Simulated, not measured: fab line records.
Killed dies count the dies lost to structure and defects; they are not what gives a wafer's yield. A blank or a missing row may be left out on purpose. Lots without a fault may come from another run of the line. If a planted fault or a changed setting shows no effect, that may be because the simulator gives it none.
fab line records ; flow nandHarc
record: lots: 7; wafers: 21; lastDay: 34
route steps=1302 shown A_WL_FILL@960 END@1302
lots that met no fault: taken from a fault-free run of the same line
startH: hours from the record's opening day to when the first of the lot's shown wafers began ; waitH: time in hours since the lot's previous step ; " identical to the entry in the row above ; L1.1+2: a row that stands for several wafers ; - either no value or no given start ; * or withheld: withheld ; < > ~ a bound
route shown NAME@n: NAME is a module with steps in the file, n the number in the route of the first one ; usual: mean/standard deviation taken from wafers without a fault ; same: alike in all rows ; chamber/n: place in a boat ; sites: each site's reading ; _std_site: standard deviation of those values ; _edge_site: the outer-site mean with the inner-site mean subtracted ; radiusMm: for every site, how far away it sits from the centre of the wafer ; mask NAME#n: copy n ; behind: tool/chamber where the wafer was last shaped ; hold: reason for holding the lot/hours on hold/outcome of the hold ; device: whichever transistor did not switch (one of n, p or np) ; end of line: at the end of the route, the tests of the same wafers ; for a step that has no rows: nothing shown but its recipe ; killed: at the first sort, the dies lost to defects and structure; wafer yield is something else ; map: per-die view of a wafer (x killed, . not killed, _ where there is no die)
set.NAME: the setting as run; set.NAME@STEP: as run at that earlier step ; model.NAME: the simulator's own value behind a step, which no gauge read
lots at selected steps of the route; one table per step, one row per wafer
services: the hour from which a tool's chamber was out of use, counted from the record's first day as startH (under 0 if before that day), plus the number of hours and why
== steps ==
step: NHARC_A_WL_FILL_STRIP_28
recipe: timeS: 1200; tempC: 72.5; chemistry: postEtchResidueRemover
step: NHARC_A_WL_FILL_PRECLEAN_06
recipe: timeS: 300; chemistry: DIW
step: NHARC_A_WL_FILL_SRD_07
step: NHARC_A_WL_FILL_ANNEAL_08
recipe: tempC: 450; timeS: 1800
step: NHARC_A_WL_FILL_ALD_10
recipe: targetThkA: 500; pulseTimeS: 10; aldCycles: 500; tempC: 300; material: SiO2
usual: heaterPowerW: 453/46; precursorPulseHeightRel: 1.000/0.021
same: aldCycles: 500; pulseTimeS: 10
lot.wafer;tool;chamber;startH;waitH;heaterPowerW;precursorPulseHeightRel
L556.3;aldHk-02;0;492.66;4.2;375;0.988
L556.1;aldHk-02;1;492.66;4.2;436;1.009
L556.5;aldHk-02;2;492.66;4.2;434;0.981
L566.3;aldHk-01;2;581.88;0.7;412;1.024
L566.4;aldHk-01;3;581.88;0.7;384;0.995
L566.5;aldHk-01;2;583.93;2.8;414;0.996
L565.3;aldHk-03;0;588.51;0.1;440;1.039
L565.4;aldHk-03;3;590.08;1.6;498;1.049
L565.6;aldHk-03;0;590.08;1.6;440;0.949
L567.4;aldHk-03;2;595.77;0.6;563;1.002
L567.3;aldHk-03;0;596.79;1.6;432;1.015
L567.6;aldHk-03;2;597.82;2.6;550;0.978
L572.2;aldHk-02;3;640.06;0.1;458;1.002
L572.4;aldHk-02;0;640.06;0.1;383;1.022
L572.5;aldHk-02;3;642.14;2.1;452;0.984
L577.4;aldHk-03;2;702.40;0.0;562;0.981
L577.6;aldHk-03;2;704.45;2.1;536;1.004
L577.5;aldHk-03;3;704.45;2.1;491;0.976
L579.3;aldHk-02;3;720.57;0.0;454;1.018
L579.2;aldHk-02;0;720.57;0.0;391;0.986
L579.1;aldHk-02;1;720.57;0.0;468;1.008
step: NHARC_A_WL_FILL_ETCHBACK_16
recipe: targetDepthA: 1200; timeS: 24; c4f8FlowSccm: withheld; o2FlowSccm: 8; arFlowSccm: withheld; rfW: 600; biasW: 800; chemistry: C4F8/O2/Ar
usual: oesProductAu: 0.987/0.028; rfVppV: 722/4.4; runLengthS: 45.2/0.48
lot.wafer;tool;chamber;startH;waitH;oesProductAu;rfHoursCounterH;rfVppV;runLengthS
L556.1;rieDiel-05;0;-;-;0.994;2.1;718;45.4
L556.3;rieDiel-05;2;-;-;0.991;1.9;728;45.4
L556.5;rieDiel-05;0;-;-;0.997;-;717;45.6
L566.3;rieDiel-09;0;-;-;0.979;3.4;721;46.4
L566.4;rieDiel-09;1;-;-;0.981;3.5;726;44.4
L566.5;rieDiel-09;0;-;-;0.980;-;723;46.0
L565.4;rieDiel-09;0;-;-;1.006;3.9;720;46.2
L565.3;rieDiel-09;1;-;-;1.006;4.0;727;44.5
L565.6;rieDiel-09;0;-;-;1.014;-;721;46.0
L567.3;rieDiel-07;2;-;-;1.009;2.7;720;44.9
L567.4;rieDiel-07;3;-;-;1.016;2.6;729;44.9
L567.6;rieDiel-07;2;-;-;1.001;-;719;44.9
L572.2;rieDiel-05;0;-;-;0.916;1.2;717;45.1
L572.4;rieDiel-05;1;-;-;0.915;0.8;718;45.5
L572.5;rieDiel-05;0;-;-;0.919;-;716;45.2
L577.4;rieDiel-07;1;-;-;0.925;-;720;45.5
L577.5;rieDiel-07;2;-;-;0.929;-;721;45.2
L577.6;rieDiel-07;3;-;-;0.934;-;728;44.8
L579.2;rieDiel-05;2;-;-;0.991;4.1;727;45.0
L579.1;rieDiel-05;0;-;-;0.994;3.9;718;45.6
L579.3;rieDiel-05;1;-;-;0.990;3.4;718;44.8
step: NHARC_A_WL_FILL_STRIP_29
recipe: timeS: 20; o2FlowSccm: 500; arFlowSccm: 0; biasW: 0; chemistry: O2
usual: drypumpMotorCurrentA: 5.6/0.51; oesProductAu: 1.002/0.0072; rfVppV: 57.6/0.85; showerheadPlenumPTorr: 3.49/0.15; throttleValvePct: 17.037/0.0091
lot.wafer;tool;chamber;startH;waitH;drypumpMotorCurrentA;oesProductAu;rfHoursCounterH;rfVppV;showerheadPlenumPTorr;throttleValvePct
L556.1;rieDiel-05;2;496.37;0.1;6.5;0.993;1.9;59.3;3.68;17.031
L556.3;rieDiel-05;0;496.37;0.1;5.3;0.995;2.1;57.7;3.31;17.036
L556.5;rieDiel-05;0;496.37;0.1;5.3;0.999;-;57.2;3.32;17.027
L566.4;rieDiel-09;0;586.11;0.1;5.1;0.995;3.4;58.7;3.44;17.029
L566.3;rieDiel-09;1;586.11;0.1;5.2;1.010;3.5;56.2;3.64;17.038
L566.5;rieDiel-09;3;586.11;0.1;5.0;1.005;-;57.6;3.53;17.024
L565.4;rieDiel-09;2;593.30;0.1;5.5;0.989;3.9;57.0;3.28;17.044
L565.3;rieDiel-09;0;593.30;0.1;5.2;0.996;4.0;56.1;3.44;17.029
L565.6;rieDiel-09;1;593.30;0.1;5.2;1.003;-;57.9;3.64;17.028
L567.4;rieDiel-07;0;599.97;0.1;5.5;1.006;2.7;58.4;3.72;17.040
L567.3;rieDiel-07;1;599.97;0.1;6.5;1.001;2.7;57.9;3.40;17.040
L567.6;rieDiel-07;0;599.97;0.1;5.5;1.022;-;59.0;3.72;17.040
L572.4;rieDiel-05;3;644.83;0.1;5.3;1.007;1.3;56.0;3.45;17.027
L572.2;rieDiel-05;0;644.83;0.1;5.3;1.008;1.2;58.2;3.31;17.033
L572.5;rieDiel-05;2;644.83;0.1;6.6;1.002;-;57.6;3.68;17.044
L577.5;rieDiel-07;2;707.15;0.1;5.1;1.004;-;58.7;3.44;17.027
L577.6;rieDiel-07;3;707.15;0.1;6.0;1.014;-;57.9;3.69;17.045
L577.4;rieDiel-07;1;707.15;0.1;6.5;1.000;-;57.7;3.39;17.028
L579.2;rieDiel-05;1;725.30;0.1;5.9;0.997;3.4;57.8;3.37;17.026
L579.3;rieDiel-05;2;725.30;0.1;6.6;1.009;4.1;56.3;3.67;17.036
L579.1;rieDiel-05;3;725.30;0.1;5.3;1.005;4.0;57.1;3.44;17.036
step: NHARC_A_WL_FILL_ETCHBACK_17
recipe: targetDepthA: 40; timeS: 26.7; chemistry: Cl2/BCl3
usual: drypumpMotorCurrentA: 5.9/0.46; oesProductAu: 0.997/0.0075; runLengthS: 48.2/0.33
lot.wafer;tool;chamber;startH;waitH;drypumpMotorCurrentA;oesProductAu;rfHoursCounterH;runLengthS
L556.1;rieMetal-02;0;496.49;-;5.2;0.994;0.7;48.2
L556.3;rieMetal-02;0;496.49;-;5.2;1.004;-;48.1
L556.5;rieMetal-02;0;496.49;-;5.2;0.999;-;48.3
L566.3;rieMetal-01;1;586.23;-;5.9;0.996;-;47.8
L566.4;rieMetal-01;0;586.23;-;6.5;1.006;-;48.0
L566.5;rieMetal-01;1;586.23;-;5.9;0.997;-;48.5
L565.3;rieMetal-02;1;593.42;-;6.1;1.006;-;48.1
L565.4;rieMetal-02;0;593.42;-;5.2;1.002;-;48.5
L565.6;rieMetal-02;0;593.42;-;5.2;0.994;-;48.3
L567.4;rieMetal-01;0;600.09;-;6.5;1.008;-;48.1
L567.3;rieMetal-01;1;600.09;-;5.9;1.000;-;48.0
L567.6;rieMetal-01;1;600.09;-;5.9;0.993;-;47.9
L572.2;rieMetal-02;0;644.95;-;5.2;0.986;-;48.7
L572.4;rieMetal-02;0;644.95;-;5.2;1.000;-;48.5
L572.5;rieMetal-02;0;644.95;-;5.2;0.991;-;48.3
L577.4;rieMetal-03;0;707.29;-;6.2;0.988;-;47.3
L577.5;rieMetal-03;1;707.29;-;6.0;0.987;-;48.2
L577.6;rieMetal-03;0;707.29;-;6.2;0.978;-;47.7
L579.1;rieMetal-01;0;725.39;-;6.5;1.000;2.2;48.4
L579.2;rieMetal-01;1;725.39;-;5.9;1.002;2.2;47.9
L579.3;rieMetal-01;1;725.39;-;5.9;0.995;-;48.3
step: NHARC_A_WL_FILL_PRECLEAN_18
recipe: timeS: 30; chemistry: dHF
step: NHARC_A_WL_FILL_SRD_21
step: NHARC_A_WL_FILL_CVD_23
recipe: targetThkA: 400; tempC: 620; pressureMtorr: 200; timeS: 800; material: poly-Si
step: NHARC_A_WL_FILL_ETCHBACK_26
recipe: targetDepthA: 520; timeS: 13.3; hbrFlowSccm: 150; rfW: 350; icpW: 350; biasW: 60; chemistry: HBr
usual: drypumpMotorCurrentA: 5.73/0.27; oesProductAu: 1.000/0.0087; runLengthS: 34.6/0.41; throttleValvePct: 23.266/0.0095
lot.wafer;tool;chamber;startH;waitH;drypumpMotorCurrentA;oesProductAu;rfHoursCounterH;runLengthS;throttleValvePct
L556.1;rieSi-03;3;501.68;0.4;6.14;1.009;0.51;34.8;23.261
L556.3;rieSi-03;1;501.68;0.4;5.26;0.993;0.69;34.3;23.251
L556.5;rieSi-03;3;501.68;0.4;6.15;0.992;-;34.8;23.281
L566.3;rieSi-05;1;592.05;0.4;5.87;1.007;0.68;35.2;23.274
L566.4;rieSi-05;2;592.05;0.4;5.51;0.991;0.65;31.8;23.254
L566.5;rieSi-05;1;592.05;0.4;5.88;0.996;-;31.7;23.287
L565.3;rieSi-05;0;598.55;0.4;5.91;1.014;0.77;34.5;23.277
L565.4;rieSi-05;2;598.55;0.4;5.53;1.012;0.69;31.4;23.271
L565.6;rieSi-05;0;598.55;0.4;5.92;1.006;-;34.2;23.271
L567.3;rieSi-05;2;605.32;0.4;5.51;1.006;0.73;34.4;23.261
L567.4;rieSi-05;3;605.32;0.4;5.66;1.001;0.81;31.8;23.262
L567.6;rieSi-05;1;605.32;0.4;5.89;1.003;-;34.6;23.257
L572.4;rieSi-03;3;650.20;0.4;6.12;0.993;0.39;35.0;23.268
L572.2;rieSi-03;0;650.20;0.4;5.70;1.000;0.42;34.4;23.275
L572.5;rieSi-03;3;650.20;0.4;6.12;0.993;-;35.0;23.266
L577.4;rieSi-03;1;712.45;0.4;5.27;0.985;0.78;34.0;23.266
L577.6;rieSi-03;0;712.45;0.4;5.71;0.993;-;34.7;23.280
L577.5;rieSi-03;1;712.45;0.4;5.25;0.982;-;34.5;23.259
L579.2;rieSi-05;0;730.51;0.4;5.94;1.005;0.46;34.1;23.268
L579.1;rieSi-05;1;730.51;0.4;5.86;0.996;0.38;35.0;23.251
L579.3;rieSi-05;3;730.51;0.4;5.67;0.989;0.43;34.7;23.283
step: NHARC_A_WL_FILL_PRECLEAN_30
recipe: timeS: 10; chemistry: dHF
step: NHARC_END_SORT_01
recipe: tempC: 25
usual: killedAtArray: 51/16; killedAtOther: 0.6/0.88; killedAtPeriphery: 4.0/2.6; killedDies: 55/16; killedOpen: 3.5/1.9; killedShort: 2.3/1.6
same: grossDies: 677
lot.wafer;tool;chamber;startH;waitH;killedAtArray;killedAtOther;killedAtPeriphery;killedDies;killedOpen;killedShort
L565.3;prober-02;0;690.36;3.1;74;0;14;88;5;5
L565.4;prober-02;0;691.16;3.4;52;0;5;57;3;3
L565.6;prober-02;0;692.77;4.0;55;0;4;59;7;1
L566.3;prober-01;0;690.36;3.1;41;0;5;46;9;2
L566.4;prober-01;0;691.17;3.4;43;1;3;47;3;1
L566.5;prober-01;0;691.98;3.7;34;0;4;38;5;3
L572.2;prober-01;0;728.56;2.8;63;1;2;66;4;2
L572.4;prober-01;0;730.14;3.4;61;3;1;65;2;0
L572.5;prober-01;0;730.94;3.7;51;2;3;56;2;3
L577.4;prober-02;0;796.58;3.4;18;3;4;25;2;2
L577.5;prober-02;0;797.38;3.7;37;1;5;43;6;1
L577.6;prober-02;0;798.18;4.0;25;1;6;32;3;0
killed by level:class
L565.3 A_CHANNEL_HOLE_D1:chamberFilmFlake=37 A_SLIT:chamberFilmFlake=22 P_BONDPAD:chamberFilmFlake=7 A_CONTACT:chamberFilmFlake=5 P_GATE:chamberFilmFlake=3 A_CHANNEL_FILL_D2:geometricParticle:open=2 P_CONTACT:geometricParticle:short=1 P_M1:geometricParticle:short=1
L566.3 A_CHANNEL_HOLE_D1:chamberFilmFlake=24 A_SLIT:chamberFilmFlake=3 A_CONTACT:chamberFilmFlake=3 A_SOURCE_PLATE:geometricParticle:open=2 A_CHANNEL_FILL_D1:geometricParticle:open=2 P_GATE:geometricParticle:open=1 P_CONTACT:geometricParticle:short=1 P_CONTACT:geometricParticle:open=1
L565.4 A_SLIT:chamberFilmFlake=29 A_CHANNEL_HOLE_D1:chamberFilmFlake=10 A_CONTACT:chamberFilmFlake=5 P_BONDPAD:chamberFilmFlake=3 A_CHANNEL_FILL_D1:chamberFilmFlake=2 A_CHANNEL_FILL_D1:geometricParticle:short=1 A_CHANNEL_FILL_D1:geometricParticle:open=1 A_DECK1_JOINT:geometricParticle:short=1
L566.4 A_CHANNEL_HOLE_D1:chamberFilmFlake=30 A_DECK1_JOINT:chamberFilmFlake=3 A_WL_FILL:chamberFilmFlake=3 A_WL_FILL:geometricParticle:open=2 P_BONDPAD:chamberFilmFlake=2 A_CONTACT:chamberFilmFlake=2 P_CONTACT:geometricParticle:open=1 A_CHANNEL_HOLE_D1:geometricParticle:short=1
L566.5 A_CHANNEL_HOLE_D1:chamberFilmFlake=20 A_STAIRCASE:chamberFilmFlake=3 A_SLIT:chamberFilmFlake=2 A_CONTACT:chamberFilmFlake=2 P_GATE:geometricParticle:short=1 P_M0:geometricParticle:short=1 P_M2:geometricParticle:open=1 A_ONON_D1:geometricParticle:open=1
L565.6 A_SLIT:chamberFilmFlake=23 A_CHANNEL_HOLE_D1:chamberFilmFlake=22 A_M0:geometricParticle:open=2 P_BONDPAD:chamberFilmFlake=2 A_CONTACT:chamberFilmFlake=2 P_M1:geometricParticle:open=1 A_CHANNEL_HOLE_D1:geometricParticle:open=1 A_CHANNEL_FILL_D1:geometricParticle:open=1
L572.2 A_CHANNEL_HOLE_D1:chamberFilmFlake=25 A_CHANNEL_HOLE_D2:chamberFilmFlake=16 A_CONTACT:chamberFilmFlake=9 A_CHANNEL_FILL_D2:chamberFilmFlake=3 A_SLIT:chamberFilmFlake=3 A_WL_FILL:geometricParticle:open=2 P_STI:geometricParticle:short=1 A_ONON_D1:geometricParticle:open=1
L572.4 A_CHANNEL_HOLE_D1:chamberFilmFlake=18 A_CHANNEL_HOLE_D2:chamberFilmFlake=14 A_ZERO_WELL:chamberFilmFlake=9 A_CONTACT:chamberFilmFlake=6 A_SLIT:chamberFilmFlake=4 A_WL_FILL:chamberFilmFlake=3 THIN_TSV:chamberFilmFlake=3 A_DECK1_JOINT:geometricParticle:open=2
L572.5 A_CHANNEL_HOLE_D1:chamberFilmFlake=16 A_CHANNEL_HOLE_D2:chamberFilmFlake=14 A_CONTACT:chamberFilmFlake=5 A_ZERO_WELL:chamberFilmFlake=4 A_STAIRCASE:chamberFilmFlake=3 A_WL_FILL:chamberFilmFlake=3 A_SLIT:chamberFilmFlake=2 THIN_TSV:chamberFilmFlake=2
L577.4 A_SLIT:chamberFilmFlake=8 THIN_TSV:chamberFilmFlake=3 P_CONTACT:chamberFilmFlake=2 A_STAIRCASE:chamberFilmFlake=2 A_ONON_D1:geometricParticle:short=1 A_ONON_D2:geometricParticle:open=1 A_CHANNEL_FILL_D2:geometricParticle:short=1 A_CONTACT:geometricParticle:open=1
L577.5 A_SLIT:chamberFilmFlake=11 P_CONTACT:chamberFilmFlake=4 A_WL_FILL:chamberFilmFlake=4 A_M1:geometricParticle:open=3 A_CHANNEL_FILL_D1:chamberFilmFlake=3 A_CHANNEL_HOLE_D2:chamberFilmFlake=3 A_CHANNEL_FILL_D2:chamberFilmFlake=3 A_CONTACT:chamberFilmFlake=3
L577.6 A_SLIT:chamberFilmFlake=9 P_CONTACT:chamberFilmFlake=3 A_CHANNEL_HOLE_D2:chamberFilmFlake=3 A_CONTACT:chamberFilmFlake=3 A_CHANNEL_FILL_D1:chamberFilmFlake=2 A_DECK1_JOINT:chamberFilmFlake=2 A_STAIRCASE:chamberFilmFlake=2 P_M0:geometricParticle:open=1
== services ==
tool;chamber;startH;hours;kind
rieDiel-07;-;471.20;9.0;pm
rieDiel-05;3;477.37;7.7;repair
rieSi-05;-;482.00;9.0;pm
rieDiel-07;3;482.43;2.6;repair
rieDiel-05;2;483.52;7.3;repair
rieDiel-05;1;488.81;3.4;repair
rieDiel-05;1;494.35;3.9;repair
rieDiel-09;-;497.39;9.0;pm
rieDiel-05;-;501.81;0.3;repair
rieDiel-05;0;509.42;4.1;repair
rieDiel-05;-;521.10;0.9;repair
rieDiel-07;1;532.62;2.0;repair
rieSi-05;1;549.60;1.0;repair
rieDiel-07;-;563.31;25.6;repair
rieDiel-05;-;583.61;9.0;pm
rieDiel-07;1;607.34;3.5;repair
rieSi-05;0;614.19;12.2;repair
rieDiel-05;1;623.40;5.8;repair
rieDiel-07;-;648.20;9.0;pm
rieSi-05;-;659.00;9.0;pm
rieDiel-05;1;670.92;3.9;repair
rieSi-05;-;673.36;0.8;repair
rieDiel-09;-;674.39;9.0;pm
rieDiel-05;0;729.56;14.5;repair
== key ==
firstSign: step: NHARC_A_WL_FILL_ETCHBACK_26; reading: runLengthS; direction: down; sigmas: 7.2; usual: *; struck: *
effect none on later readings
metAt NHARC_A_WL_FILL_ETCHBACK_26
struckWafers L565.4,L566.4,L566.5,L567.4
testerLeftOut L565,L566,L567
fault: kind: processParameterDrift; tool: rieSi-05; chamber: -; onsetH: 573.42; steps: NHARC_A_WL_FILL_ETCHBACK_26; channel: timeS; offset: *; shape: step; endH: 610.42; scope: struckWafersOnly; actsIn: *; stated: *
testerLeftOut: of these lots the tester's yield and bins aren't shown, on N5 and GAA mostly nor the transistor test; their killed dies are dies lost to structure and defects alone, not to doping, threshold or leakage, so they don't give the yield
